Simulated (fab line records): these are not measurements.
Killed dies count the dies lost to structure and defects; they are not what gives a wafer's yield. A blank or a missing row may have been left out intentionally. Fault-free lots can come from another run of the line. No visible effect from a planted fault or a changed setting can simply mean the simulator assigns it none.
Comparing a struck lot with a sound one -- flow n5Finfet -- 16 out of 1938 route steps
Sound: these wafers, L424.2, L424.3, L424.6. Struck: wafers L435.1, L435.2, L435.5. The cause is given at the end.
Per side, at each step with rows, come the tool, then ch with its chambers, and then its first start. Under that, the readings that differ: sound wafers -- struck wafers -- difference of the means -- sigmas: that difference in standard deviations of wafers without a fault.
alike: readings whose means differ by less than 2 such deviations, and words and numbers that are the same on both sides. not compared: withheld readings, readings that some wafer has no value for, bounds like >300 that may hide the same value, and numbers for which the record gives no deviation and whose values overlap.
The two part at a step that has a row with sigmas, a row that says differs or no value, or rows on one side only. Non-overlapping numbers with no deviation appear without sigmas and do not part them. A reading that every wafer of one side lacks parts them only if that side has two wafers or more.

first, 2 steps without rows for these wafers: N5_BEOL_M1_DEGAS_44 (time 60 s); N5_BEOL_M1_PRE_CLEAN_45 (time 30 s).
N5_BEOL_M1_ALD_84: deposits TaN, pulse time 2 s, purge time 3 s, co reactant purge time 2 s.
  sound on aldMetal-02 ch 0,1,3, day 8 12:46; struck on aldMetal-01 ch 0,1,3, day 11 03:06
  alike: heaterPowerW
then, 3 steps without rows for these wafers: N5_BEOL_M1_SURFACE_TREAT_85; N5_BEOL_M1_CVD_47 (deposits Co from CCTBA/H2, target thk 3 nm, time 223.8 s); N5_BEOL_M1_SPUTTER_48 (material Cu, target thk 4.5 nm, time 8.29 s).
N5_BEOL_M1_ANNEAL_49: time 240 s.
  struck on pvdSputter-03, day 11 03:43; sound on pvdSputter-03, day 8 13:29
  alike: heaterPowerW, susceptorTempC
then, 1 step without rows for these wafers: N5_BEOL_M1_SPUTTER_79 (material Cu, target thk 4.5 nm, time 8.29 s).
N5_BEOL_M1_ANNEAL_80: time 240 s.
  struck on pvdSputter-03, day 11 03:56; sound on pvdSputter-03, day 8 13:43
  alike: heaterPowerW, susceptorTempC
then, 1 step without rows for these wafers: N5_BEOL_M1_SPUTTER_81 (material Cu, target thk 4.5 nm, time 8.29 s).
N5_BEOL_M1_ANNEAL_82: time 240 s.
  struck on pvdSputter-03, day 11 04:10; sound on pvdSputter-03, day 8 13:56
  alike: heaterPowerW, susceptorTempC
N5_BEOL_M1_SPUTTER_86: material Cu, target thk 4.5 nm, time 8.29 s.
  struck on pvdSputter-03, day 11 04:18; sound on pvdSputter-03, day 8 14:04
  alike: chuckGasFlowSccm, throttleValvePct
N5_BEOL_M1_ANNEAL_87: time 240 s.
  struck on pvdSputter-03, day 11 04:23; sound on pvdSputter-03, day 8 14:09
  no value came back on the struck wafers for heaterPowerW (W), susceptorTempC (C); on the sound wafers heaterPowerW (W) reads 789 701 681
then, 1 step without rows for these wafers: N5_BEOL_M1_SPUTTER_88 (material Cu, target thk 4.5 nm, time 8.29 s).
N5_BEOL_M4_RC_MEAS_101:
  sound on prober-01 ch 0, day 10 21:20; struck on prober-02 ch 0, day 12 23:50
  alike: DIBL_N, DIBL_P, IOFF_N, IOFF_P, ION_N, ION_P, SS_N, SS_P, VT_N, VT_P
N5_PASSIVATION_PROBE_49:
  rows exist in the record for the sound wafers here (prober-02, day 15 14:34), none for the struck ones

## WHERE THEY PART
At N5_BEOL_M1_ANNEAL_87 first; at N5_PASSIVATION_PROBE_49 last (within this record only).

WHY: whatever the simulator had introduced
Step skipped in full: pvdSputter-03, at N5_BEOL_M1_ANNEAL_87, from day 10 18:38 onward. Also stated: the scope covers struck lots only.
